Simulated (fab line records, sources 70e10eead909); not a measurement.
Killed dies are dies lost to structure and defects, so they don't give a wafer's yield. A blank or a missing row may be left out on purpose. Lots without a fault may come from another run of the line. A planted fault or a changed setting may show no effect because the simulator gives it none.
Chamber matching | flow nand_harc | NHARC_A_CONTACT_DESCUM_13 on rie_diel-02: 4 sister chambers
The step chemistry O2, time 3 s. 14 wafers are shown with their chamber, then 7 later ones without.

WAFERS WITH THEIR CHAMBER
wafer  | chamber | drypump_motor_current_A (A) | showerhead_plenum_p_Torr (Torr) | oes_product_au (a.u.)
L074.3 | 3       | 5.2                         | 1.79                            | 1.008
L074.5 | 2       | 5.7                         | 1.79                            | 1.010
L074.6 | 3       | 5.2                         | 1.79                            | 1.002
L075.1 | 3       | 5.2                         | 1.79                            | 0.993
L075.2 | 0       | 6.1                         | 1.89                            | 0.998
L075.5 | 3       | 5.3                         | 1.79                            | 1.010
L081.1 | 1       | 6.0                         | 1.92                            | 1.008
L081.2 | 0       | 6.1                         | 1.89                            | 0.993
L081.3 | 2       | 5.7                         | 1.78                            | 0.997
L085.1 | 3       | 5.2                         | 1.78                            | 1.023
L085.4 | 1       | 6.0                         | 1.91                            | 1.017
L085.6 | 2       | 5.7                         | 1.78                            | 0.991
L088.1 | 0       | 6.1                         | 1.88                            | 0.989
L088.2 | 3       | 5.2                         | 1.78                            | 1.027

SIGNATURES (means of the wafers above)
reading                  | chamber 0 | chamber 1 | chamber 2 | chamber 3 | scatter within a chamber
drypump_motor_current_A  | 6.100     | 6.000     | 5.700     | 5.217     | 0.0289
showerhead_plenum_p_Torr | 1.8867    | 1.9150    | 1.7833    | 1.7867    | 0.00563
oes_product_au           | 0.99333   | 1.01250   | 0.99933   | 1.01050   | 0.0104
Rule: a wafer's distance from a chamber is the root of the sum, over the readings, of the square of ((its reading less the chamber's mean) divided by the reading's scatter). The wafer belongs to the nearest chamber; if the next one is less than 2 further off, it can't be placed. The scatter: the root of (the sum of the squares of (reading less its chamber's mean) over the shown wafers, divided by (wafers less chambers)).

WAFERS WITHOUT THEIR CHAMBER
wafer  | drypump_motor_current_A (A) | showerhead_plenum_p_Torr (Torr) | oes_product_au (a.u.)
L088.4 | 5.7                         | 1.78                            | 0.985
L094.1 | 6.1                         | 1.88                            | 1.007
L094.3 | 6.0                         | 1.90                            | 1.008
L094.5 | 6.1                         | 1.88                            | 1.003
L095.2 | 6.0                         | 1.90                            | 1.003
L095.4 | 6.0                         | 1.90                            | 1.009
L095.5 | 5.2                         | 1.77                            | 1.014

WHICH CHAMBER EACH WENT THROUGH
wafer  | from the rows above     | in truth
L088.4 | 2                       | 2
L094.1 | 0                       | 0
L094.3 | can't be placed: 1 or 0 | 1
L094.5 | 0                       | 0
L095.2 | can't be placed: 1 or 0 | 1
L095.4 | can't be placed: 1 or 0 | 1
L095.5 | 3                       | 3
Placed correctly: 4 of 7. Can't be placed from these rows: 3 (the true chamber is among the candidates in 3). Placed wrongly: 0.
